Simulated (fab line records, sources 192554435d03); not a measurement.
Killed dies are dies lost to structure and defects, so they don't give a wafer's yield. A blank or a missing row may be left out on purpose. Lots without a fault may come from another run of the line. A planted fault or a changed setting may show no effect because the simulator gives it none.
fab line records | flow n5_finfet
record lots=11 wafers=33 last_day=18
route steps=1938 shown WELL_APT@45 PMOS_HMC_CHANNEL_EPI@74 FIN_SAQP@95 PASSIVATION@1936
lots that met no fault: from a run of the same line without faults
start_h: hours from the record's first day to the start of the lot's first wafer shown | wait_h: hours since the lot's step before | " the same as in the row above | L1.1+2: a row that stands for several wafers | - no value, or no start given | * or withheld: withheld | < > ~ a bound
route shown NAME@n: a module of which the file shows steps, and the number in the route of the first | usual: mean/standard deviation of fault-free wafers | same: alike in all rows | chamber/n: place in a boat | sites: the reading at each site | _std_site: their standard deviation | _edge_site: outer sites' mean less inner sites' | radius_mm: how far each site lies from the wafer's centre | mask NAME#n: copy n | behind: the tool/chamber that last shaped the wafer | hold: why the lot was held/for how many hours/how that ended | device: the transistor (n, p or np) that didn't switch | end of line: the same wafers' tests at the end of the route | a step without rows: its recipe alone | killed: dies lost to structure and defects at the first sort, not the wafer's yield | map: a wafer's dies, x killed, . not, _ none there
set.NAME: the setting as run; set.NAME@STEP: as run at that earlier step | model.NAME: the simulator's own value behind a step, which no gauge read
steps of the route over a sample of lots; a table a step, a row a wafer
services: from which hour (start_h, from the record's first day; less than 0 if before it) a tool's chamber was out of use, for how many hours, and why
## steps
# step N5_WELL_APT_INSPECT_27
# recipe mode=adi inspect_instrument=macro
# usual raw_defect_count=2.0/1.4
# columns lot.wafer tool chamber start_h wait_h raw_defect_count
L630.1 defect_inspect-02 - 15.14 0.0 2
L630.3 " - " " 4
L630.5 " - " " 2
L631.2 defect_inspect-02 - 21.06 0.0 1
L631.4 " - " " 2
L631.6 " - " " 1
L640.2 defect_inspect-01 - 75.75 0.0 2
L640.5 " - " " 2
L640.6 " - " " 2
L641.2 defect_inspect-01 - 80.87 0.0 3
L641.5 " - " " 1
L641.6 " - " " 3
L642.1 defect_inspect-02 - 87.02 0.0 1
L642.3 " - " " 3
L642.5 " - " " 0
L644.2 defect_inspect-02 - 99.04 0.0 1
L644.3 " - " " 3
L644.4 " - " " 2
L646.3 defect_inspect-01 - 110.92 0.0 2
L646.4 " - " " 3
L646.6 " - " " 4
L648.3 defect_inspect-01 - 123.24 0.0 2
L648.5 " - " " 2
L648.6 " - " " 1
L649.2 defect_inspect-02 - 129.38 0.0 1
L649.3 " - " " 1
L649.4 " - " " 3
L650.3 defect_inspect-02 - 134.91 0.0 3
L650.5 " - " " 0
L650.6 " - " " 0
L651.2 defect_inspect-02 - 141.18 0.0 5
L651.5 " - " " 2
L651.6 " - " " 2
# step N5_PMOS_HMC_CHANNEL_EPI_FIN_RECESS_16
# recipe chemistry=HBr/Cl2 target=Si mask_material=SiO2 target_depth_a=540 time_s=18 pressure_mtorr=10 icp_w=800 bias_w=75 HBr_flow_sccm=150 Cl2_flow_sccm=80
# usual drypump_motor_current_A=6.0/0.45 oes_product_au=1.005/0.016 throttle_valve_pct=35.33/0.29
# columns lot.wafer tool chamber start_h wait_h drypump_motor_current_A oes_product_au rf_hours_counter_h throttle_valve_pct
L630.1 rie_si-02 3 18.20 0.0 5.7 0.996 4 35.02
L630.3 " 1 " " 5.6 1.007 110 35.15
L630.5 " 0 " " 5.8 1.016 - 35.49
L631.2 rie_si-03 1 23.91 0.0 6.5 1.025 132 34.92
L631.4 " 3 " " 6.3 0.977 52 35.81
L631.6 " 0 " " 5.3 1.014 - 35.35
L640.2 rie_si-02 0 78.65 0.0 5.8 1.016 125 35.48
L640.5 " 0 " " 5.8 1.019 - 35.47
L640.6 " 3 " " 5.7 0.991 - 35.04
L641.2 rie_si-02 3 84.01 0.0 5.7 1.001 5 35.05
L641.5 " 0 " " 5.8 1.037 - 35.46
L641.6 " 1 " " 5.7 1.004 - 35.15
L642.1 rie_si-06 0 90.15 0.0 6.1 1.010 88 34.98
L642.3 " 2 " " 5.9 0.981 139 35.05
L642.5 " 1 " " 6.7 1.013 - 35.67
L644.2 rie_si-02 3 101.89 0.0 5.8 1.002 6 35.04
L644.3 " 1 " " 5.7 1.007 112 35.14
L644.4 " 2 " " 6.5 1.019 156 35.28
L646.3 rie_si-03 2 113.79 0.0 5.8 1.019 1 35.37
L646.4 " 1 " " 6.5 1.017 134 34.94
L646.6 " 1 " " 6.5 1.014 - 34.96
L648.3 rie_si-03 1 125.93 0.0 6.4 1.023 134 34.92
L648.5 " 1 " " 6.5 1.017 - 34.93
L648.6 " 2 " " 5.9 1.025 - 35.36
L649.2 rie_si-06 1 132.47 0.0 6.7 1.013 34 35.67
L649.3 " 3 " " 5.2 1.011 34 35.69
L649.4 " 2 " " 5.9 0.981 140 35.04
L650.3 rie_si-06 0 137.60 0.0 6.1 1.003 89 35.00
L650.5 " 1 " " 6.7 1.012 - 35.69
L650.6 " 2 " " 5.9 0.972 - 35.05
L651.2 rie_si-06 1 143.86 0.0 6.7 1.009 35 35.68
L651.5 " 1 " " 6.7 1.018 - 35.68
L651.6 " 0 " " 6.1 1.014 - 34.97
# step N5_PMOS_HMC_CHANNEL_EPI_THK_MEAS_22
# recipe reads=SiGe30_of_PMOS_HMC_CHANNEL_EPI_EPI_20
# usual HMC_CMP_THK=54.4/1
# columns lot.wafer tool chamber start_h wait_h HMC_CMP_THK[nm]
L630.1 film_metro-01 - 20.40 - 55.2
L630.3 " - " " 54.3
L630.5 " - " " 53.8
L631.2 film_metro-01 - 26.11 - 55.9
L631.4 " - " " 53.8
L631.6 " - " " 56.1
L640.2 film_metro-01 - 80.45 - 53.6
L640.5 " - " " 53.6
L640.6 " - " " 54.3
L641.2 film_metro-01 - 86.21 - 58.8
L641.5 " - " " 58.9
L641.6 " - " " 54.8
L642.1 film_metro-01 - 92.35 - 55.6
L642.3 " - " " 52.9
L642.5 " - " " 55.1
L644.2 film_metro-01 - 103.69 - 59.0
L644.3 " - " " 54.7
L644.4 " - " " 54.2
L646.3 film_metro-02 - 115.59 - 55.3
L646.4 " - " " 54.9
L646.6 " - " " 54.7
L648.3 film_metro-01 - 127.74 - 55.2
L648.5 " - " " 55.3
L648.6 " - " " 55.6
L649.2 film_metro-01 - 134.28 - 55.2
L649.3 " - " " 54.0
L649.4 " - " " 52.5
L650.3 film_metro-02 - 139.43 - 55.3
L650.5 " - " " 54.7
L650.6 " - " " 52.4
L651.2 film_metro-01 - 146.59 - 54.6
L651.5 " - " " 54.5
L651.6 " - " " 55.3
# step N5_FIN_SAQP_DENSIFY_62
# recipe temp_c=700 time_s=60 ambient=N2 idle_temp_c=600 ramp_up_c_per_s=150 ramp_down_c_per_s=60 cool_to_c=600
# usual lamp_power_pct=9.85/0.051 wafer_temp_C_max=703.3/0.65
# columns lot.wafer tool chamber start_h wait_h lamp_power_pct wafer_temp_C_max
L630.1 rtp_anneal-01 0 21.51 0.1 9.82 703.4
L630.3 " 0 " " 9.82 702.3
L630.5 " 0 " " 9.91 703.3
L631.2 rtp_anneal-02 0 27.10 0.2 9.84 702.7
L631.4 " 0 " " 9.94 703.3
L631.6 " 0 " " 9.80 704.1
L640.2 rtp_anneal-02 0 81.39 0.1 9.74 702.4
L640.5 " 0 " " 9.91 703.9
L640.6 " 0 " " 9.84 703.0
L641.2 rtp_anneal-01 0 87.14 0.1 9.76 703.1
L641.5 " 0 " " 9.84 702.9
L641.6 " 0 " " 9.82 703.8
L642.1 rtp_anneal-01 0 95.19 0.2 9.97 702.8
L642.3 " 0 " " 9.95 705.3
L642.5 " 0 " " 9.83 702.3
L644.2 rtp_anneal-02 0 104.98 0.1 9.83 703.6
L644.3 " 0 " " 9.95 702.7
L644.4 " 0 " " 9.95 702.7
L646.3 rtp_anneal-01 0 116.75 0.2 9.81 702.1
L646.4 " 0 " " 9.89 703.9
L646.6 " 0 " " 9.85 703.3
L648.3 rtp_anneal-01 0 128.67 0.2 9.74 702.4
L648.5 " 0 " " 9.71 703.6
L648.6 " 0 " " 9.84 703.4
L649.2 rtp_anneal-02 0 135.12 0.1 9.93 703.9
L649.3 " 0 " " 9.91 702.9
L649.4 " 0 " " 9.95 703.4
L650.3 rtp_anneal-01 0 140.65 0.2 9.90 703.0
L650.5 " 0 " " 9.75 702.4
L650.6 " 0 " " 9.77 702.7
L651.2 rtp_anneal-02 0 148.68 0.1 9.85 703.3
L651.5 " 0 " " 9.83 702.5
L651.6 " 0 " " 9.85 703.3
# step N5_FIN_SAQP_ETCH_51
# recipe chemistry=CF4 target=SiARC target_depth_a=455 mask_material=CAR-ArF time_s=75.8 ion_energy_ev=80 pressure_mtorr=40 source_w=545 bias_w=36 Ar_flow_sccm=100 cf4_flow_sccm=100 ends=cleared
# usual drypump_motor_current_A=5.5/0.32 etch_rf_on_time_s=75.5/1.3 oes_product_au=0.67/0.062 rf_vpp_V=184.3/1.1 showerhead_plenum_p_Torr=2.15/0.053 throttle_valve_pct=15.73/0.18
# columns lot.wafer tool chamber start_h wait_h drypump_motor_current_A etch_rf_on_time_s oes_product_au rf_hours_counter_h rf_vpp_V showerhead_plenum_p_Torr throttle_valve_pct
L630.1 rie_diel-01 2 22.92 0.0 5.6 74.6 0.75 46 185.8 2.17 15.60
L630.3 " 0 " " 5.7 76.6 0.78 17 185.3 2.18 15.51
L630.5 " 1 " " 5.7 76.0 0.59 - 185.9 2.20 15.95
L631.2 rie_diel-01 1 28.23 0.0 5.8 76.2 0.58 235 184.7 2.20 15.95
L631.4 " 3 " " 5.7 72.2 0.68 133 185.9 2.14 15.74
L631.6 " 1 " " 5.7 75.8 0.59 - 184.8 2.20 15.95
L640.2 rie_diel-02 0 82.49 0.0 6.1 75.8 0.69 121 182.9 2.07 15.49
L640.5 " 0 " " 6.1 76.0 0.68 - 183.5 2.07 15.50
L640.6 " 1 " " 5.2 76.5 0.67 - 184.6 2.16 15.58
L641.2 rie_diel-06 2 88.75 0.0 5.1 76.1 0.62 168 186.0 2.22 15.71
L641.5 " 2 " " 5.1 75.5 0.62 - 183.9 2.22 15.70
L641.6 " 1 " " 5.1 75.6 0.60 - 184.7 2.13 15.84
L642.1 rie_diel-02 1 96.57 0.0 5.3 76.5 0.66 117 183.8 2.16 15.58
L642.3 " 0 " " 6.2 75.8 0.68 126 182.0 2.07 15.49
L642.5 " 0 " " 6.1 76.0 0.67 - 183.1 2.07 15.51
L644.2 rie_diel-02 1 105.96 0.0 5.3 77.3 0.66 120 184.7 2.16 15.59
L644.3 " 3 " " 5.1 77.1 0.64 157 184.9 2.22 15.96
L644.4 " 2 " " 5.3 76.5 0.62 180 181.7 2.06 16.10
L646.3 rie_diel-01 2 117.69 0.0 5.7 75.2 0.70 77 185.4 2.16 15.67
L646.4 " 3 " " 5.7 73.7 0.65 166 184.6 2.13 15.81
L646.6 " 2 " " 5.6 74.8 0.71 - 185.0 2.16 15.67
L648.3 rie_diel-01 1 129.73 0.0 5.7 74.7 0.81 10 186.2 2.19 15.48
L648.5 " 0 " " 5.8 76.1 0.72 - 183.6 2.17 15.57
L648.6 " 1 " " 5.7 75.2 0.81 - 183.5 2.19 15.47
L649.2 rie_diel-06 2 136.22 0.0 5.2 75.9 0.61 182 184.6 2.22 15.72
L649.3 " 0 " " 5.2 77.5 0.62 185 185.0 2.22 15.98
L649.4 " 1 " " 5.2 75.6 0.59 246 182.1 2.12 15.88
L650.3 rie_diel-01 2 141.71 0.0 5.6 75.4 0.70 85 184.5 2.16 15.67
L650.5 " 2 " " 5.6 74.6 0.70 - 183.6 2.16 15.69
L650.6 " 3 " " 5.7 73.0 0.65 - 183.2 2.13 15.83
L651.2 rie_diel-01 0 149.90 0.0 5.8 76.0 0.72 62 185.2 2.16 15.60
L651.5 " 0 " " 5.7 76.7 0.72 - 184.1 2.16 15.59
L651.6 " 3 " " 5.7 73.3 0.65 - 184.5 2.13 15.82
# step N5_PASSIVATION_PROBE_49
# usual killed_at_M0_to_M3=35/12 killed_at_M4_up=13/5.8 killed_at_contacts=12/5.5 killed_at_front_end=36/9.9 killed_at_other=4/3.7 killed_dies=101/18 killed_on_rim=13/4.1 killed_open=66/13 killed_short=33/8
# same gross_dies=1180 killed_at_back_side=0
# columns lot.wafer tool chamber start_h wait_h killed_at_M0_to_M3 killed_at_M4_up killed_at_contacts killed_at_front_end killed_at_other killed_dies killed_on_rim killed_open killed_short
L641.2 prober-02 - 365.07 0.1 23 12 20 40 8 103 14 66 36
L641.5 prober-02 - 365.22 0.2 24 23 17 31 6 101 14 71 30
L641.6 prober-02 - 365.27 0.3 25 12 14 40 4 95 19 63 27
L642.1 prober-01 - 368.84 0.0 26 13 7 35 1 82 7 51 25
L642.3 prober-01 - 368.94 0.1 21 15 4 32 4 76 9 56 20
L642.5 prober-01 - 369.04 0.2 29 9 5 41 3 87 13 59 28
L644.2 prober-01 - 373.96 0.1 26 6 3 42 3 80 12 41 31
L644.3 prober-01 - 374.01 0.1 35 9 17 35 10 106 7 64 42
L644.4 prober-01 - 374.06 0.2 34 10 10 22 20 96 8 66 29
L646.3 prober-02 - 377.18 0.1 37 7 13 21 12 90 10 58 32
L646.4 prober-02 - 377.23 0.2 36 8 8 30 11 93 14 60 31
L646.6 prober-02 - 377.33 0.3 21 13 18 36 15 103 11 64 39
# killed by level:class
L641.2 MOL_CONTACT_COAG:geometric_particle:open=16 FIN_SAQP:geometric_particle:short=8 FIN_SAQP:geometric_particle:open=7 BEOL_M0_SAQP:geometric_particle:short=7 BEOL_M4:geometric_particle:open=6 BEOL_M0_SAQP:geometric_particle:open=6 STI_FIN_REVEAL:geometric_particle:open=5 DUMMY_GATE:geometric_particle:open=4
L641.5 MOL_CONTACT_COAG:geometric_particle:open=14 BEOL_M4:geometric_particle:open=13 BEOL_M0_SAQP:geometric_particle:open=9 FIN_SAQP:geometric_particle:open=5 FIN_SAQP:geometric_particle:short=5 GATE_CUT:geometric_particle:short=4 BEOL_M1:geometric_particle:open=4 BEOL_M4:geometric_particle:short=4
L641.6 FIN_SAQP:geometric_particle:open=10 MOL_CONTACT_COAG:geometric_particle:open=9 FIN_SAQP:geometric_particle:short=7 BEOL_M4:geometric_particle:open=6 BEOL_M0_SAQP:geometric_particle:open=5 BEOL_M0_SAQP:geometric_particle:short=5 DUMMY_GATE:geometric_particle:open=4 ILD0:geometric_particle:open=4
L642.1 MOL_CONTACT_COAG:geometric_particle:open=7 BEOL_M0_SAQP:geometric_particle:open=7 BEOL_M1:geometric_particle:open=7 SPACER0:geometric_particle:short=6 GATE_CUT:geometric_particle:short=4 STARTING-WAFER:geometric_particle:open=4 HKMG_FIN:area_etch=4 STI_FIN_REVEAL:geometric_particle:open=3
L642.3 BEOL_M3:geometric_particle:open=9 STARTING-WAFER:geometric_particle:short=5 SPACER0:geometric_particle:short=4 SPACER0:geometric_particle:open=4 GATE_CUT:geometric_particle:open=4 BEOL_M0:geometric_particle:open=4 BEOL_M2:geometric_particle:open=4 BEOL_M8:geometric_particle:open=4
L642.5 BEOL_M0_SAQP:geometric_particle:open=9 BEOL_M1:geometric_particle:open=6 BEOL_M2:geometric_particle:open=6 FIN_SAQP:geometric_particle:short=5 DUMMY_GATE:geometric_particle:open=5 SPACER0:geometric_particle:open=5 GATE_CUT:geometric_particle:short=4 MOL_CONTACT_COAG:geometric_particle:open=4
L644.2 FIN_SAQP:geometric_particle:open=11 FIN_SAQP:geometric_particle:short=9 BEOL_M0_SAQP:geometric_particle:short=7 BEOL_M3:geometric_particle:open=7 HKMG_FIN:area_etch=7 BEOL_M0_SAQP:geometric_particle:open=6 GATE_CUT:geometric_particle:short=4 STARTING-WAFER:geometric_particle:short=3
L644.3 MOL_CONTACT_COAG:geometric_particle:open=14 BEOL_M0_SAQP:geometric_particle:short=13 BEOL_M0_SAQP:geometric_particle:open=10 STI_FIN_REVEAL:geometric_particle:open=8 FIN_SAQP:geometric_particle:short=7 BEOL_M3:geometric_particle:open=6 FIN_SAQP:geometric_particle:open=4 DUMMY_GATE:geometric_particle:open=4
L644.4 PASS1_CAP:geometric_particle:open=9 MOL_CONTACT_COAG:geometric_particle:open=8 BEOL_M0_SAQP:geometric_particle:open=8 PASS1_CAP:geometric_particle:short=7 DUMMY_GATE:geometric_particle:open=6 BEOL_M0_SAQP:geometric_particle:short=6 BEOL_M2:geometric_particle:open=6 BEOL_M3:geometric_particle:open=6
L646.3 MOL_CONTACT_COAG:geometric_particle:open=11 BEOL_M0_SAQP:geometric_particle:short=9 FIN_SAQP:geometric_particle:short=5 BEOL_M0_SAQP:geometric_particle:open=5 BEOL_M0:geometric_particle:open=5 BEOL_M1:geometric_particle:open=5 BEOL_M2:geometric_particle:open=5 FIN_SAQP:geometric_particle:open=4
L646.4 BEOL_M3:geometric_particle:open=12 FIN_SAQP:geometric_particle:open=8 FIN_SAQP:geometric_particle:short=7 BEOL_M2:geometric_particle:open=7 MOL_CONTACT_COAG:geometric_particle:open=6 BEOL_M1:geometric_particle:open=5 GATE_CUT:geometric_particle:short=5 BEOL_M0_SAQP:geometric_particle:short=5
L646.6 MOL_CONTACT_COAG:geometric_particle:open=17 FIN_SAQP:geometric_particle:short=11 FIN_SAQP:geometric_particle:open=8 BEOL_M0_SAQP:geometric_particle:short=6 BEOL_M3:geometric_particle:open=6 BEOL_M4:geometric_particle:open=5 MIM_BOT:geometric_particle:short=5 DUMMY_GATE:geometric_particle:open=4
## services
# columns tool chamber start_h hours kind
rie_diel-01 3 11.41 5.0 repair
rie_diel-01 2 17.74 2.4 repair
rie_diel-01 3 22.36 1.3 repair
rie_diel-01 - 27.29 0.3 repair
rie_si-06 - 43.83 0.2 repair
rie_si-03 2 66.92 - clean
rie_si-03 2 66.92 12.1 scheduled_down
rie_si-03 2 66.92 12.1 vent_cycle
rie_diel-01 1 72.25 - clean
rie_diel-01 1 72.25 - consumable_replace:esc
rie_diel-01 1 72.25 - consumable_replace:focus_ring
rie_diel-01 1 72.25 27.6 scheduled_down
rie_diel-01 1 72.25 27.6 vent_cycle
rie_diel-01 2 84.59 4.7 repair
rie_si-06 1 86.83 2.3 repair
rie_diel-02 0 92.12 4.1 repair
rie_diel-06 3 93.50 2.2 repair
rie_si-03 0 97.58 5.6 repair
rie_si-03 - 101.03 4.3 pm
rie_si-03 2 115.87 4.5 repair
rie_si-06 - 141.29 0.4 repair
rie_diel-06 1 144.17 - clean
rie_diel-06 1 144.17 - consumable_replace:focus_ring
rie_diel-06 1 144.17 14.5 scheduled_down
## key
first_sign step=N5_PMOS_HMC_CHANNEL_EPI_THK_MEAS_22 reading=HMC_CMP_THK direction=up sigmas=4.5 usual=54.4 struck=58.9
effect none on later readings
met_at N5_PMOS_HMC_CHANNEL_EPI_FIN_RECESS_16
struck_lots L641,L644
struck_wafers L641.2,L641.5,L644.2
tester_left_out L641,L644
not_acting_at N5_WELL_APT_INSPECT_27,N5_FIN_SAQP_DENSIFY_62,N5_FIN_SAQP_ETCH_51
onset_between 78.65 84.01
fault kind=process_parameter_drift tool=rie_si-02 chamber=- onset_h=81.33 steps=N5_PMOS_HMC_CHANNEL_EPI_FIN_RECESS_16 channel=time_s offset=* shape=step end_h=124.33 scope=struck_wafers_only acts_in=* stated=*
# tester_left_out: of these lots the tester's yield and bins aren't shown, on N5 and GAA mostly nor the transistor test; their killed dies are dies lost to structure and defects alone, not to doping, threshold or leakage, so they don't give the yield
